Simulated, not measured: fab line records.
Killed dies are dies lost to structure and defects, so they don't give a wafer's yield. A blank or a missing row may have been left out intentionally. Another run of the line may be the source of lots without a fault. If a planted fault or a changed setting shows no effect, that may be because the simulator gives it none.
Which of the tools did it? || flow nand-harc || Sampling: 6 lots, 18 wafers, 4 of 1302 route steps

== WHAT THE GAUGES SHOWED, per wafer ==
NHARC_END_SORT_01.
{"lot": "L675", "measured": "day 25 02:55", "on": "prober-02", "killed-at-other": "1 0 3"}
{"lot": "L681", "measured": "day 27 02:32", "on": "prober-02", "killed-at-other": "3 0 0"}
{"lot": "L682", "measured": "day 27 16:39", "on": "prober-01", "killed-at-other": "0 0 0"}
{"lot": "L688", "measured": "day 30 14:57", "on": "prober-02", "killed-at-other": "0 1 0"}
{"lot": "L695", "measured": "day 33 12:15", "on": "prober-02", "killed-at-other": "0 5 2"}
{"lot": "L697", "measured": "day 34 07:03", "on": "prober-02", "killed-at-other": "0 1 1"}

== WHAT TOOL EACH LOT RAN ON (gives the tool, then ch and the chambers of the sampled wafers, and finally the start) ==
{"lot": "L675", "NHARC_A_CONTACT_ETCH_30": "rie-diel-11 ch 0,2, day 23 02:04", "NHARC_A_CONTACT_ETCH_136": "har-cap-etch-02 ch 0, day 23 03:22", "NHARC_A_CONTACT_ETCH_137": "har-cap-etch-02 ch 0, day 23 03:43"}
{"lot": "L681", "NHARC_A_CONTACT_ETCH_30": "rie-diel-09 ch 1,3, day 24 22:47", "NHARC_A_CONTACT_ETCH_136": "har-cap-etch-02 ch 0,1, day 25 00:04", "NHARC_A_CONTACT_ETCH_137": "har-cap-etch-02 ch 0,1, day 25 00:20"}
{"lot": "L682", "NHARC_A_CONTACT_ETCH_30": "rie-diel-02 ch 0,1,3, day 25 14:56", "NHARC_A_CONTACT_ETCH_136": "har-cap-etch-02 ch 0,1, day 25 16:06", "NHARC_A_CONTACT_ETCH_137": "har-cap-etch-02 ch 0,1, day 25 16:22"}
{"lot": "L688", "NHARC_A_CONTACT_ETCH_30": "rie-diel-09 ch 0,1,3, day 28 15:45", "NHARC_A_CONTACT_ETCH_136": "har-cap-etch-03 ch 0,1, day 28 16:52", "NHARC_A_CONTACT_ETCH_137": "har-cap-etch-03 ch 0,1, day 28 17:08"}
{"lot": "L695", "NHARC_A_CONTACT_ETCH_30": "rie-diel-02 ch 0,1,3, day 31 06:50", "NHARC_A_CONTACT_ETCH_136": "har-cap-etch-02 ch 0,1, day 31 08:32", "NHARC_A_CONTACT_ETCH_137": "har-cap-etch-02 ch 0,1, day 31 08:49"}
{"lot": "L697", "NHARC_A_CONTACT_ETCH_30": "rie-diel-09 ch 0,1, day 32 06:11", "NHARC_A_CONTACT_ETCH_136": "har-cap-etch-02 ch 1, day 32 07:19", "NHARC_A_CONTACT_ETCH_137": "har-cap-etch-02 ch 1, day 32 07:35"}
- NHARC_A_CONTACT_ETCH_30: etches the open film in CF4/CHF3, target depth 72.6 nm, time 36.3 s.
- NHARC_A_CONTACT_ETCH_136: etches the open film in C4F8/O2/Ar, time 311 s, target depth 1912 nm.
- NHARC_A_CONTACT_ETCH_137: etches the open film in C4F8/O2/Ar, time 311 s, target depth 1912 nm.

== THE ANSWER, worked out from the rows above alone ==
Rule: the usual values come from the lots themselves. The widest of any qualifying gaps counts: lots, ordered by their means at a reading, are off when they make up no more than a third of the lots, leave a main group of 4 or more, and stand apart from it by 3 or more times the standard deviation of that group's means. A main group whose means are all the same, to the digits that the tables above print for the reading, isn't used. A lot without any number at a reading at which 4 lots or more have one is off too. Any other lot the step has rows for is counted as sound.
Nothing can be told from this: no lot is off at any reading shown.

== WHAT WAS PUT IN BY THE SIMULATOR ==
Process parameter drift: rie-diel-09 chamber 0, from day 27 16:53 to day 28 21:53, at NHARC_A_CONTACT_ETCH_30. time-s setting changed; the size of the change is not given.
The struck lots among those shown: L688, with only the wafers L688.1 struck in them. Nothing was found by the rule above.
